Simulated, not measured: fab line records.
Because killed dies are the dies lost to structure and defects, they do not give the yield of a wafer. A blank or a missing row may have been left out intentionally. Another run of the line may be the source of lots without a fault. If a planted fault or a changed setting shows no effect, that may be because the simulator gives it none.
fab line records | flow n5-finfet
record lots=7 | wafers=21 | last-day=17
route steps=1938 shown FIN_SAQP@130 BEOL_M4@1111 PASSIVATION@1936
lots that met no fault: taken from a fault-free run of the same line
start-h: start of the lot's first displayed wafer, in hours after the record's first day | wait-h: how many hours have passed since the lot's step before this one | " repeats the value in the row above | L1.1+2: several wafers, shown together as one row | - no value present, or no start provided | * or withheld: withheld | < > ~ a bound
route shown NAME@n: NAME is a module with steps in the file, n the number in the route of the first one | usual: the fault-free wafers' mean and standard deviation | same: alike in all rows | chamber/n: place in a boat | sites: per-site readings | _std_site: their standard deviation | _edge_site: mean of outer sites minus mean of inner sites | radius-mm: how far each site lies from the wafer's centre | mask NAME#n: copy n | behind: the most recent tool/chamber to have shaped the wafer | hold: why the lot went on hold/how many hours it stayed there/how the hold came to an end | device: which transistor (n, p or np) failed to switch | end of line: tests run on the same wafers once the route is complete | a step with no rows: only its recipe | killed: at the first sort, the dies lost to defects and structure; wafer yield is something else | map: shows each die of a wafer: x if killed, . if not, _ if none is there
set.NAME: setting as actually run; set.NAME@STEP: the setting as run at that earlier step | model.NAME: the simulator's own value behind a step, which no gauge read
the route's steps for a sample of lots (tables are steps, rows are wafers)
services: when a tool's chamber went out of use (start-h, in hours from the record's first day, below 0 if earlier), for how many hours, and the reason
## steps
# step N5_FIN_SAQP_ETCH_65
# recipe chemistry=CF4 | target=SiO2 | target-depth-a=40 | ion-energy-ev=350 | time-s=4.4 | pressure-mtorr=10 | icp-w=800 | bias-w=400 | cf4-flow-sccm=80
# usual cf4-flow-sccm=79.99/0.27 | drypump-motor-current-A=5.7/0.5 | oes-product-au=0.999/0.019 | throttle-valve-pct=21.88/0.24
# same time-s=4.4
lot.wafer | tool      | chamber | start-h | wait-h | cf4-flow-sccm | drypump-motor-current-A | oes-product-au | rf-hours-counter-h | throttle-valve-pct
L388.3    | rie-si-01 | 0       | 80.97   | 0.1    | 80.21         | 5.5                     | 1.026          | 156                | 22.06
L388.4    | "         | 2       | "       | "      | 80.05         | 5.1                     | 1.025          | 29                 | 21.55
L388.5    | "         | 1       | "       | "      | 80.04         | 6.6                     | 0.997          | -                  | 22.31
L389.4    | rie-si-06 | 3       | 84.56   | 0.1    | 80.05         | 6.0                     | 1.009          | 131                | 22.04
L389.5    | "         | 1       | "       | "      | 80.02         | 5.8                     | 0.986          | -                  | 21.70
L389.6    | "         | 2       | "       | "      | 79.68         | 5.0                     | 1.008          | -                  | 21.94
L392.1    | rie-si-01 | 3       | 102.78  | 0.1    | 79.90         | 6.3                     | 0.990          | 191                | 21.65
L392.2    | "         | 0       | "       | "      | 80.29         | 5.5                     | 1.031          | 157                | 22.07
L392.3    | "         | 2       | "       | "      | 80.01         | 5.1                     | 1.019          | 29                 | 21.55
L393.1    | rie-si-01 | 1       | 111.19  | 0.1    | 80.23         | 6.6                     | 1.000          | 185                | 22.32
L393.4    | "         | 3       | "       | "      | 79.99         | 6.2                     | 0.996          | 191                | 21.67
L393.5    | "         | 0       | "       | "      | 79.64         | 5.5                     | 1.027          | -                  | 22.07
L397.1    | rie-si-01 | 0       | 131.90  | 0.1    | 80.31         | 5.5                     | 1.028          | 157                | 22.06
L397.2    | "         | 3       | "       | "      | 80.20         | 6.2                     | 0.989          | 191                | 21.66
L397.3    | "         | 2       | "       | "      | 80.17         | 5.1                     | 1.031          | 30                 | 21.56
L399.1    | rie-si-02 | 0       | 145.30  | 0.1    | 79.76         | 6.3                     | 0.990          | 14                 | 21.75
L399.4    | "         | 1       | "       | "      | 79.34         | 5.7                     | 1.038          | 106                | 22.28
L399.6    | "         | 0       | "       | "      | 79.93         | 6.3                     | 0.990          | -                  | 21.75
L400.1    | rie-si-02 | 3       | 151.50  | 0.1    | 79.91         | 5.5                     | 0.997          | 46                 | 21.48
L400.4    | "         | 1       | "       | "      | 79.95         | 5.6                     | 1.032          | 107                | 22.29
L400.5    | "         | 3       | "       | "      | 80.02         | 5.5                     | 0.997          | -                  | 21.48
# step N5_FIN_SAQP_STRIP_70
# recipe chemistry=N2/H2 | power-w=500 | temp-c=40 | pressure-mtorr=50 | rf-frequency-hz=6e+07 | overash-fraction=0.3 | bias-power-w=28 | h2-frac=0.5 | n2-flow-sccm=300 | h2-flow-sccm=300
# usual drypump-motor-current-A=5.9/0.35 | oes-product-au=0.78/0.085 | rf-vpp-V=122.1/0.98 | showerhead-plenum-p-Torr=3.41/0.098 | temp-c=39.99/0.11 | throttle-valve-pct=19.0/0.36
lot.wafer | tool        | chamber | start-h | wait-h | drypump-motor-current-A | oes-product-au | rf-hours-counter-h | rf-vpp-V | showerhead-plenum-p-Torr | temp-c | throttle-valve-pct
L388.3    | rie-diel-04 | 2       | 81.63   | 0.0    | 6.1                     | 0.78           | 134                | 122.6    | 3.38                     | 40.12  | 19.6
L388.4    | "           | 3       | "       | "      | 6.2                     | 0.77           | 142                | 122.5    | 3.37                     | 39.93  | 19.0
L388.5    | "           | 0       | "       | "      | 6.2                     | 0.73           | -                  | 122.2    | 3.48                     | 40.10  | 19.0
L389.4    | rie-diel-04 | 0       | 85.30   | 0.0    | 6.3                     | 0.73           | 193                | 123.9    | 3.48                     | 40.10  | 19.0
L389.5    | "           | 3       | "       | "      | 6.2                     | 0.77           | -                  | 122.6    | 3.37                     | 39.78  | 19.0
L389.6    | "           | 0       | "       | "      | 6.2                     | 0.73           | -                  | 122.5    | 3.48                     | 40.07  | 19.0
L392.1    | rie-diel-05 | 3       | 103.44  | 0.0    | 5.8                     | 0.89           | 26                 | 121.3    | 3.27                     | 40.04  | 18.6
L392.2    | "           | 2       | "       | "      | 5.5                     | 0.91           | 26                 | 121.3    | 3.42                     | 40.07  | 18.7
L392.3    | "           | 0       | "       | "      | 5.7                     | 0.91           | 13                 | 123.4    | 3.56                     | 40.04  | 18.3
L393.1    | rie-diel-05 | 3       | 111.85  | 0.0    | 5.9                     | 0.88           | 30                 | 122.1    | 3.27                     | 39.97  | 18.6
L393.4    | "           | 2       | "       | "      | 5.5                     | 0.90           | 29                 | 123.9    | 3.41                     | 40.22  | 18.7
L393.5    | "           | 3       | "       | "      | 5.9                     | 0.88           | -                  | 121.5    | 3.27                     | 39.91  | 18.6
L397.1    | rie-diel-04 | 2       | 132.56  | 0.0    | 6.1                     | 0.77           | 146                | 121.3    | 3.37                     | 40.00  | 19.7
L397.2    | "           | 0       | "       | "      | 6.3                     | 0.72           | 212                | 123.4    | 3.47                     | 40.02  | 19.0
L397.3    | "           | 1       | "       | "      | 6.4                     | 0.69           | 229                | 121.9    | 3.45                     | 39.91  | 18.9
L399.1    | rie-diel-05 | 0       | 146.06  | 0.0    | 5.6                     | 0.88           | 27                 | 123.5    | 3.55                     | 39.89  | 18.3
L399.4    | "           | 2       | "       | "      | 5.5                     | 0.87           | 41                 | 121.4    | 3.41                     | 40.09  | 18.8
L399.6    | "           | 2       | "       | "      | 5.5                     | 0.87           | -                  | 123.2    | 3.41                     | 40.07  | 18.7
L400.1    | rie-diel-04 | 2       | 152.16  | 0.0    | 6.1                     | 0.77           | 154                | 122.4    | 3.37                     | 40.04  | 19.7
L400.4    | "           | 0       | "       | "      | 6.3                     | 0.71           | 219                | 123.4    | 3.46                     | 39.89  | 19.1
L400.5    | "           | 0       | "       | "      | 6.3                     | 0.72           | -                  | 121.9    | 3.46                     | 39.91  | 19.0
# step N5_FIN_SAQP_SPACER2_ETCHBACK_29
# recipe chemistry=CHF3/O2 | mode=anisotropic-etchback | target=SiO2 | target-depth-a=122 | time-s=6.1 | pressure-mtorr=30 | source-w=650 | bias-w=170 | Ar_flow_sccm=200 | CHF3_flow_sccm=50 | O2_flow_sccm=5 | ion-energy-ev=200
# usual drypump-motor-current-A=5.8/0.34 | oes-product-au=0.79/0.089 | rf-vpp-V=525/6.7 | showerhead-plenum-p-Torr=2.44/0.078 | throttle-valve-pct=18.89/0.29
# same time-s=6.1
lot.wafer | tool        | chamber | start-h | wait-h | drypump-motor-current-A | oes-product-au | rf-hours-counter-h | rf-vpp-V | showerhead-plenum-p-Torr | throttle-valve-pct
L388.3    | rie-diel-04 | 0       | 82.26   | 0.3    | 6.3                     | 0.73           | 192                | 531      | 2.49                     | 18.90
L388.4    | "           | 3       | "       | "      | 6.2                     | 0.77           | 143                | 523      | 2.41                     | 19.10
L388.5    | "           | 3       | "       | "      | 6.3                     | 0.78           | -                  | 522      | 2.41                     | 19.12
L389.4    | rie-diel-03 | 1       | 85.94   | 0.3    | 5.4                     | 0.77           | 134                | 517      | 2.32                     | 18.44
L389.5    | "           | 3       | "       | "      | 5.6                     | 0.75           | -                  | 522      | 2.40                     | 19.14
L389.6    | "           | 0       | "       | "      | 5.7                     | 0.70           | -                  | 532      | 2.49                     | 19.14
L392.1    | rie-diel-03 | 2       | 103.97  | 0.2    | 5.8                     | 0.94           | 23                 | 527      | 2.56                     | 18.53
L392.2    | "           | 1       | "       | "      | 5.4                     | 0.77           | 140                | 516      | 2.32                     | 18.45
L392.3    | "           | 2       | "       | "      | 5.8                     | 0.93           | -                  | 528      | 2.56                     | 18.55
L393.1    | rie-diel-03 | 2       | 112.38  | 0.2    | 5.8                     | 0.92           | 26                 | 528      | 2.55                     | 18.55
L393.4    | "           | 1       | "       | "      | 5.4                     | 0.76           | -                  | 517      | 2.32                     | 18.44
L393.5    | "           | 1       | "       | "      | 5.4                     | 0.77           | -                  | 516      | 2.32                     | 18.46
L397.1    | rie-diel-04 | 1       | 133.10  | 0.2    | 6.5                     | 0.69           | 229                | 520      | 2.48                     | 19.20
L397.2    | "           | 3       | "       | "      | 6.2                     | 0.78           | 161                | 524      | 2.40                     | 19.13
L397.3    | "           | 2       | "       | "      | 6.0                     | 0.77           | 146                | 528      | 2.40                     | 19.23
L399.1    | rie-diel-04 | 2       | 147.49  | 0.2    | 6.1                     | 0.76           | 152                | 526      | 2.40                     | 19.23
L399.4    | "           | 0       | "       | "      | 6.3                     | 0.71           | 217                | 531      | 2.48                     | 18.94
L399.6    | "           | 0       | "       | "      | 6.3                     | 0.72           | -                  | 533      | 2.48                     | 18.94
L400.1    | rie-diel-04 | 0       | 153.68  | 0.2    | 6.3                     | 0.72           | 219                | 532      | 2.48                     | 18.97
L400.4    | "           | 2       | "       | "      | 6.1                     | 0.76           | 154                | 526      | 2.40                     | 19.23
L400.5    | "           | 2       | "       | "      | 6.1                     | 0.77           | -                  | 526      | 2.40                     | 19.23
# step N5_FIN_SAQP_HM_OPEN_33
# recipe chemistry=CH3F/O2 | target=SiNx | mask-material=SiO2 | target-depth-a=494 | time-s=70.6 | pressure-mtorr=30 | source-w=395 | bias-w=73 | Ar_flow_sccm=150 | CH3F_flow_sccm=30 | O2_flow_sccm=20 | ion-energy-ev=120 | ends=cleared
# usual CH3F_flow_sccm=30.01/0.091 | O2_flow_sccm=20.00/0.056 | drypump-motor-current-A=6.0/0.35 | etch-rf-on-time-s=69.0/1.2 | oes-product-au=0.66/0.062 | rf-vpp-V=298/3.6 | showerhead-plenum-p-Torr=2.03/0.057 | throttle-valve-pct=16.42/0.24
lot.wafer | tool        | chamber | start-h | wait-h | CH3F_flow_sccm | O2_flow_sccm | drypump-motor-current-A | etch-rf-on-time-s | oes-product-au | rf-hours-counter-h | rf-vpp-V | showerhead-plenum-p-Torr | throttle-valve-pct
L388.3    | rie-diel-04 | 0       | 82.51   | 0.0    | 30.11          | 20.01        | 6.4                     | 69.1              | 0.62           | 192                | 302      | 2.07                     | 16.36
L388.4    | "           | 3       | "       | "      | 30.04          | 19.99        | 6.3                     | 69.6              | 0.67           | 143                | 298      | 2.00                     | 16.56
L388.5    | "           | 1       | "       | "      | 29.95          | 19.90        | 6.5                     | 70.7              | 0.59           | -                  | 296      | 2.07                     | 16.62
L389.4    | rie-diel-04 | 3       | 86.21   | 0.1    | 30.00          | 19.98        | 6.2                     | 68.7              | 0.67           | 144                | 296      | 2.00                     | 16.57
L389.5    | "           | 1       | "       | "      | 30.03          | 20.02        | 6.4                     | 69.1              | 0.60           | -                  | 297      | 2.07                     | 16.62
L389.6    | "           | 0       | "       | "      | 30.07          | 20.00        | 6.3                     | 69.9              | 0.63           | -                  | 303      | 2.07                     | 16.38
L392.1    | rie-diel-04 | 1       | 104.31  | 0.1    | -              | -            | -                       | -                 | -              | -                  | -        | -                        | -
L392.2    | "           | 0       | "       | "      | -              | -            | -                       | -                 | -              | -                  | -        | -                        | -
L392.3    | "           | 2       | "       | "      | -              | -            | -                       | -                 | -              | -                  | -        | -                        | -
L393.1    | rie-diel-04 | 1       | 112.66  | 0.0    | -              | -            | -                       | -                 | -              | -                  | -        | -                        | -
L393.4    | "           | 2       | "       | "      | -              | -            | -                       | -                 | -              | -                  | -        | -                        | -
L393.5    | "           | 1       | "       | "      | -              | -            | -                       | -                 | -              | -                  | -        | -                        | -
L397.1    | rie-diel-04 | 1       | 133.35  | 0.0    | 29.85          | 19.91        | 6.5                     | 68.3              | 0.59           | 229                | 297      | 2.06                     | 16.65
L397.2    | "           | 2       | "       | "      | 30.04          | 20.11        | 6.1                     | 69.9              | 0.66           | 146                | 297      | 1.99                     | 16.65
L397.3    | "           | 0       | "       | "      | 30.16          | 19.96        | 6.3                     | 69.1              | 0.62           | 212                | 302      | 2.06                     | 16.41
L399.1    | rie-diel-04 | 3       | 147.74  | 0.0    | 30.10          | 20.02        | 6.2                     | 68.9              | 0.65           | 166                | 298      | 1.99                     | 16.59
L399.4    | "           | 2       | "       | "      | 29.99          | 20.03        | 6.0                     | 69.5              | 0.65           | 152                | 298      | 1.99                     | 16.63
L399.6    | "           | 0       | "       | "      | 30.07          | 19.98        | 6.3                     | 69.6              | 0.61           | -                  | 301      | 2.06                     | 16.42
L400.1    | rie-diel-04 | 1       | 153.93  | 0.0    | 29.94          | 19.95        | 6.4                     | 68.5              | 0.59           | 237                | 297      | 2.06                     | 16.66
L400.4    | "           | 0       | "       | "      | 30.05          | 20.02        | 6.2                     | 70.5              | 0.61           | 219                | 301      | 2.06                     | 16.43
L400.5    | "           | 1       | "       | "      | 30.04          | 20.04        | 6.5                     | 68.6              | 0.58           | -                  | 295      | 2.06                     | 16.68
# step N5_FIN_SAQP_ETCH_34
# recipe chemistry=C4F6/O2 | target=SiO2 | target-depth-a=450 | time-s=15 | ion-energy-ev=250 | pressure-mtorr=30 | source-w=345 | bias-w=185 | Ar_flow_sccm=300 | C4F6_flow_sccm=10 | O2_flow_sccm=10 | ends=cleared
# usual drypump-motor-current-A=6.0/0.35 | etch-rf-on-time-s=14.92/0.16 | oes-product-au=0.66/0.063 | rf-vpp-V=667/8.1 | showerhead-plenum-p-Torr=2.88/0.078 | throttle-valve-pct=21.13/0.23
lot.wafer | tool        | chamber | start-h | wait-h | drypump-motor-current-A | etch-rf-on-time-s | oes-product-au | rf-hours-counter-h | rf-vpp-V | showerhead-plenum-p-Torr | throttle-valve-pct
L388.3    | rie-diel-04 | 0       | 82.58   | 0.0    | 6.3                     | 14.86             | 0.63           | 192                | 676      | 2.93                     | 21.05
L388.4    | "           | 3       | "       | "      | 6.3                     | 14.78             | 0.67           | 143                | 663      | 2.85                     | 21.29
L388.5    | "           | 1       | "       | "      | 6.5                     | 14.97             | 0.60           | -                  | 663      | 2.94                     | 21.30
L389.4    | rie-diel-04 | 3       | 86.28   | 0.0    | 6.3                     | 14.75             | 0.67           | 144                | 664      | 2.85                     | 21.31
L389.5    | "           | 1       | "       | "      | 6.5                     | 14.79             | 0.60           | -                  | 662      | 2.94                     | 21.31
L389.6    | "           | 0       | "       | "      | 6.3                     | 14.96             | 0.63           | -                  | 675      | 2.93                     | 21.04
L392.1    | rie-diel-04 | 1       | 104.38  | 0.0    | 6.4                     | 37.49             | 0.26           | 217                | 661      | 2.93                     | 21.00
L392.2    | "           | 0       | "       | "      | 6.3                     | 37.49             | 0.27           | 200                | 675      | 2.93                     | 20.73
L392.3    | "           | 2       | "       | "      | 6.1                     | 37.49             | 0.29           | 140                | 667      | 2.84                     | 21.02
L393.1    | rie-diel-04 | 1       | 112.73  | 0.0    | 6.4                     | 37.52             | 0.26           | 221                | 663      | 2.93                     | 21.01
L393.4    | "           | 2       | "       | "      | 6.1                     | 37.51             | 0.28           | 144                | 668      | 2.83                     | 21.04
L393.5    | "           | 1       | "       | "      | 6.5                     | 37.49             | 0.26           | -                  | 661      | 2.93                     | 21.00
L397.1    | rie-diel-04 | 1       | 133.42  | 0.0    | 6.4                     | 14.88             | 0.59           | 229                | 660      | 2.93                     | 21.35
L397.2    | "           | 2       | "       | "      | 6.1                     | 15.04             | 0.65           | 146                | 667      | 2.83                     | 21.36
L397.3    | "           | 0       | "       | "      | 6.3                     | 15.04             | 0.61           | 212                | 675      | 2.92                     | 21.07
L399.1    | rie-diel-04 | 3       | 147.80  | 0.0    | 6.3                     | 14.83             | 0.65           | 166                | 665      | 2.84                     | 21.33
L399.4    | "           | 2       | "       | "      | 6.1                     | 15.07             | 0.65           | 152                | 668      | 2.83                     | 21.38
L399.6    | "           | 0       | "       | "      | 6.3                     | 15.03             | 0.61           | -                  | 674      | 2.92                     | 21.09
L400.1    | rie-diel-04 | 1       | 154.00  | 0.0    | 6.4                     | 14.98             | 0.59           | 237                | 662      | 2.93                     | 21.36
L400.4    | "           | 0       | "       | "      | 6.3                     | 15.01             | 0.60           | 219                | 674      | 2.92                     | 21.07
L400.5    | "           | 1       | "       | "      | 6.5                     | 14.87             | 0.58           | -                  | 660      | 2.93                     | 21.35
# step N5_FIN_SAQP_HM_CD_35
# recipe target-cd-nm=8 | polarity=line
# usual cd-nm=8.15/0.26
lot.wafer | tool      | chamber | start-h | wait-h | cd-nm
L388.3    | cd-sem-01 | -       | 82.73   | 0.1    | 8.14
L388.4    | "         | -       | "       | "      | 8.10
L388.5    | "         | -       | "       | "      | 8.01
L389.4    | cd-sem-01 | -       | 86.43   | 0.1    | 7.81
L389.5    | "         | -       | "       | "      | 8.03
L389.6    | "         | -       | "       | "      | 8.19
L392.1    | cd-sem-03 | -       | 104.53  | 0.1    | -
L392.2    | "         | -       | "       | "      | -
L392.3    | "         | -       | "       | "      | -
L393.1    | cd-sem-03 | -       | 112.88  | 0.1    | -
L393.4    | "         | -       | "       | "      | -
L393.5    | "         | -       | "       | "      | -
L397.1    | cd-sem-03 | -       | 133.56  | 0.1    | 8.46
L397.2    | "         | -       | "       | "      | 7.96
L397.3    | "         | -       | "       | "      | 8.17
L399.1    | cd-sem-02 | -       | 147.95  | 0.1    | 8.32
L399.4    | "         | -       | "       | "      | 8.72
L399.6    | "         | -       | "       | "      | 8.18
L400.1    | cd-sem-01 | -       | 154.14  | 0.1    | 8.16
L400.4    | "         | -       | "       | "      | 7.90
L400.5    | "         | -       | "       | "      | 8.30
# step N5_FIN_SAQP_OCD_MEAS_76
# usual trench-depth-nm=120.4/1.6
lot.wafer | tool   | chamber | start-h | wait-h | trench-depth-nm
L388.3    | ocd-01 | -       | 83.02   | 0.0    | 121.9
L388.4    | "      | -       | "       | "      | 122.2
L388.5    | "      | -       | "       | "      | 122.4
L389.4    | ocd-01 | -       | 86.72   | 0.0    | 121.8
L389.5    | "      | -       | "       | "      | 122.7
L389.6    | "      | -       | "       | "      | 122.3
L392.1    | ocd-02 | -       | 104.82  | 0.0    | 0.1
L392.2    | "      | -       | "       | "      | 0.1
L392.3    | "      | -       | "       | "      | 0.3
L393.1    | ocd-01 | -       | 113.20  | 0.0    | 0.1
L393.4    | "      | -       | "       | "      | 0.3
L393.5    | "      | -       | "       | "      | 0.6
L397.1    | ocd-02 | -       | 133.86  | 0.0    | 120.5
L397.2    | "      | -       | "       | "      | 120.9
L397.3    | "      | -       | "       | "      | 120.4
L399.1    | ocd-02 | -       | 148.24  | 0.0    | 122.2
L399.4    | "      | -       | "       | "      | 122.0
L399.6    | "      | -       | "       | "      | 120.1
L400.1    | ocd-01 | -       | 154.43  | 0.0    | 118.6
L400.4    | "      | -       | "       | "      | 119.2
L400.5    | "      | -       | "       | "      | 121.0
# step N5_BEOL_M4_RC_MEAS_101
# usual DIBL_N=35.9/1.3 | DIBL_P=35.9/1.6 | IOFF_N=0.156/0.022 | IOFF_P=0.205/0.023 | ION_N=675/9 | ION_P=463/5.6 | SS_N=71.4/0.57 | SS_P=73.1/0.52 | VT_N=249.7/2.8 | VT_P=-250.2/2.5
lot.wafer | tool      | chamber | start-h | wait-h | DIBL_N[mV/V] | DIBL_P[mV/V] | IOFF_N[nA/um] | IOFF_P[nA/um] | ION_N[uA/um] | ION_P[uA/um] | SS_N[mV/dec] | SS_P[mV/dec] | VT_N[mV] | VT_P[mV]
L388.3    | prober-01 | 0       | 225.88  | 0.3    | 35.3         | 34.7         | 0.144         | 0.198         | 676          | 461          | 70.3         | 72.7         | 252.4    | -253.1
L388.4    | "         | 0       | "       | "      | 35.4         | 34.5         | 0.139         | 0.194         | 667          | 460          | 70.1         | 73.5         | 251.9    | -251.6
L388.5    | "         | 0       | "       | "      | 35.5         | 34.6         | 0.142         | 0.196         | 668          | 455          | 71.1         | 73.1         | 251.9    | -250.6
L389.4    | prober-02 | 0       | 229.07  | 0.5    | 37.8         | 38.1         | 0.183         | 0.241         | 682          | 470          | 71.0         | 72.9         | 244.8    | -247.0
L389.5    | "         | 0       | "       | "      | 37.2         | 36.9         | 0.177         | 0.222         | 690          | 469          | 71.2         | 73.4         | 247.2    | -250.9
L389.6    | "         | 0       | "       | "      | 37.6         | 38.3         | 0.184         | 0.236         | 684          | 469          | 71.0         | 73.7         | 247.3    | -250.2
L397.1    | prober-01 | 0       | 283.08  | 0.0    | 36.3         | 38.4         | 0.182         | 0.202         | 691          | 465          | 71.5         | 73.7         | 248.3    | -251.0
L397.2    | "         | 0       | "       | "      | 36.8         | 38.6         | 0.172         | 0.191         | 672          | 450          | 70.8         | 73.3         | 250.8    | -254.4
L397.3    | "         | 0       | "       | "      | 37.0         | 39.0         | 0.192         | 0.207         | 689          | 460          | 71.8         | 73.4         | 245.5    | -251.1
L400.1    | prober-02 | 0       | 293.45  | 0.0    | 38.2         | 37.6         | 0.172         | 0.217         | 680          | 462          | 71.6         | 74.0         | 247.7    | -248.9
L400.4    | "         | 0       | "       | "      | 37.4         | 36.7         | 0.151         | 0.204         | 663          | 457          | 71.9         | 73.9         | 251.6    | -250.7
L400.5    | "         | 0       | "       | "      | 39.1         | 39.4         | 0.197         | 0.249         | 679          | 463          | 72.1         | 74.4         | 246.0    | -247.2
L399.1    | prober-01 | 0       | 302.79  | 0.0    | 34.5         | 35.4         | 0.140         | 0.186         | 673          | 460          | 71.1         | 72.7         | 249.2    | -253.0
L399.4    | "         | 0       | "       | "      | 35.3         | 36.1         | 0.154         | 0.202         | 676          | 459          | 72.1         | 72.4         | 250.1    | -250.4
L399.6    | "         | 0       | "       | "      | 32.4         | 33.1         | 0.116         | 0.156         | 664          | 457          | 70.8         | 72.0         | 254.7    | -251.6
# step N5_PASSIVATION_PROBE_49
# usual killed_at_M0_to_M3=35/11 | killed_at_M4_up=14/5.4 | killed-at-contacts=12/6.2 | killed-at-front-end=38/11 | killed-at-other=4.1/2.8 | killed-dies=103/17 | killed-on-rim=13/4 | killed-open=66/13 | killed-short=34/8.2
# same gross-dies=1180 | killed-at-back-side=0
lot.wafer | tool      | chamber | start-h | wait-h | killed_at_M0_to_M3 | killed_at_M4_up | killed-at-contacts | killed-at-front-end | killed-at-other | killed-dies | killed-on-rim | killed-open | killed-short
L392.1    | prober-02 | -       | 345.97  | 0.0    | 23                 | 13              | 10                 | 1129                | 5               | 1180        | 152           | 59          | 29
L392.2    | prober-02 | -       | 346.02  | 0.1    | 35                 | 10              | 8                  | 1122                | 5               | 1180        | 152           | 67          | 31
L392.3    | prober-02 | -       | 346.07  | 0.1    | 27                 | 14              | 7                  | 1127                | 5               | 1180        | 152           | 81          | 40
L393.1    | prober-02 | -       | 362.96  | 0.0    | 41                 | 22              | 9                  | 1100                | 8               | 1180        | 152           | 97          | 36
L393.4    | prober-02 | -       | 363.11  | 0.2    | 31                 | 10              | 15                 | 1120                | 4               | 1180        | 152           | 70          | 30
L393.5    | prober-02 | -       | 363.16  | 0.2    | 47                 | 18              | 6                  | 1103                | 6               | 1180        | 152           | 83          | 36
L397.1    | prober-02 | -       | 386.82  | 0.0    | 37                 | 10              | 6                  | 47                  | 5               | 105         | 11            | 67          | 37
L397.3    | prober-02 | -       | 386.92  | 0.1    | 42                 | 11              | 2                  | 33                  | 9               | 97          | 13            | 65          | 29
# killed by level:class
L392.1 FIN_SAQP:area-open=1091 FIN_SAQP:geometric-particle:open=10 STI_FIN_REVEAL:geometric-particle:open=8 FIN_SAQP:geometric-particle:short=7 MOL_CONTACT_COAG:geometric-particle:open=7 BEOL_M0_SAQP:geometric-particle:short=5 BEOL_M3:geometric-particle:open=5 BEOL_M4:geometric-particle:open=5
L392.2 FIN_SAQP:area-open=1082 STI_FIN_REVEAL:geometric-particle:open=16 FIN_SAQP:geometric-particle:open=7 GATE_CUT:geometric-particle:short=6 BEOL_M0_SAQP:geometric-particle:open=6 BEOL_M1:geometric-particle:open=6 BEOL_M2:geometric-particle:open=6 MOL_CONTACT_COAG:geometric-particle:open=5
L392.3 FIN_SAQP:area-open=1059 STI_FIN_REVEAL:geometric-particle:open=23 BEOL_M0_SAQP:geometric-particle:short=8 ILD0:geometric-particle:short=7 MOL_CONTACT_COAG:geometric-particle:open=7 FIN_SAQP:geometric-particle:open=6 FIN_SAQP:geometric-particle:short=6 BEOL_M4:geometric-particle:open=6
L393.1 FIN_SAQP:area-open=1047 FIN_SAQP:geometric-particle:open=14 BEOL_M4:geometric-particle:open=11 BEOL_M3:geometric-particle:open=10 BEOL_M1:geometric-particle:open=9 DUMMY_GATE:geometric-particle:open=8 MOL_CONTACT_COAG:geometric-particle:open=8 STI_FIN_REVEAL:geometric-particle:open=7
L393.4 FIN_SAQP:area-open=1079 MOL_CONTACT_COAG:geometric-particle:open=14 STI_FIN_REVEAL:geometric-particle:open=13 BEOL_M0_SAQP:geometric-particle:open=8 BEOL_M2:geometric-particle:open=8 FIN_SAQP:geometric-particle:short=6 BEOL_M0_SAQP:geometric-particle:short=6 BEOL_M4:geometric-particle:open=6
L393.5 FIN_SAQP:area-open=1060 BEOL_M0_SAQP:geometric-particle:short=12 BEOL_M0_SAQP:geometric-particle:open=12 STI_FIN_REVEAL:geometric-particle:open=8 BEOL_M2:geometric-particle:open=6 BEOL_M4:geometric-particle:open=6 FIN_SAQP:geometric-particle:open=5 DUMMY_GATE:geometric-particle:open=5
L397.1 FIN_SAQP:geometric-particle:open=17 FIN_SAQP:geometric-particle:short=7 BEOL_M0_SAQP:geometric-particle:open=7 BEOL_M2:geometric-particle:open=7 MOL_CONTACT_COAG:geometric-particle:open=6 DUMMY_GATE:geometric-particle:open=5 BEOL_M0_SAQP:geometric-particle:short=5 BEOL_M1:geometric-particle:open=5
L397.3 BEOL_M2:geometric-particle:open=15 BEOL_M0_SAQP:geometric-particle:short=9 BEOL_M0_SAQP:geometric-particle:open=8 STI_FIN_REVEAL:geometric-particle:open=7 GATE_CUT:geometric-particle:short=5 STARTING-WAFER:geometric-particle:open=5 FIN_SAQP:geometric-particle:short=4 BEOL_M3:geometric-particle:open=4
## services
tool        | chamber | start-h | hours | kind
rie-diel-04 | 2       | 65.79   | 6.7   | repair
rie-diel-03 | 3       | 95.34   | 22.6  | repair
rie-diel-03 | 0       | 103.91  | 18.7  | repair
rie-si-02   | 1       | 105.25  | 3.5   | repair
rie-diel-03 | -       | 112.50  | 2.8   | repair
rie-diel-04 | 2       | 116.92  | 6.0   | repair
rie-si-02   | -       | 130.37  | 0.6   | repair
rie-si-01   | 2       | 135.43  | 9.0   | repair
rie-si-02   | -       | 137.97  | 0.2   | repair
## key
first-sign step=N5_FIN_SAQP_HM_OPEN_33 | reading=tool-record | direction=missing
effect step=N5_FIN_SAQP_ETCH_34 | reading=etch-rf-on-time-s | direction=up | sigmas=99+ | usual=* | struck=*
effect step=N5_FIN_SAQP_HM_CD_35 | reading=cd-nm | direction=missing
effect step=N5_FIN_SAQP_OCD_MEAS_76 | reading=trench-depth-nm | direction=down | sigmas=77 | usual=120.4 | struck=0.3
effect step=N5_PASSIVATION_PROBE_49 | reading=killed-at-front-end | direction=up | sigmas=95 | usual=38 | struck=1117
more-kills-born-at N5_FIN_SAQP_HM_OPEN_33@rie-diel-04=6418
met-at N5_FIN_SAQP_HM_OPEN_33
struck-lots L392,L393
later-rows-left-out L392.1,L392.2,L392.3,L393.1,L393.4,L393.5
tester-left-out L392,L393
not-acting-at N5_FIN_SAQP_ETCH_65,N5_FIN_SAQP_STRIP_70,N5_FIN_SAQP_SPACER2_ETCHBACK_29
onset-between 86.21 104.31
fault kind=skipped-step-whole | tool=rie-diel-04 | chamber=- | onset-h=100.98 | steps=N5_FIN_SAQP_HM_OPEN_33 | scope=struck-lots-only
# tester-left-out: of these lots the tester's yield and bins aren't shown, on N5 and GAA mostly nor the transistor test; their killed dies are dies lost to structure and defects alone, not to doping, threshold or leakage, so they don't give the yield
# later-rows-left-out: the simulator's readings of these wafers behind a module that went badly wrong aren't trusted and aren't shown, but for the sort
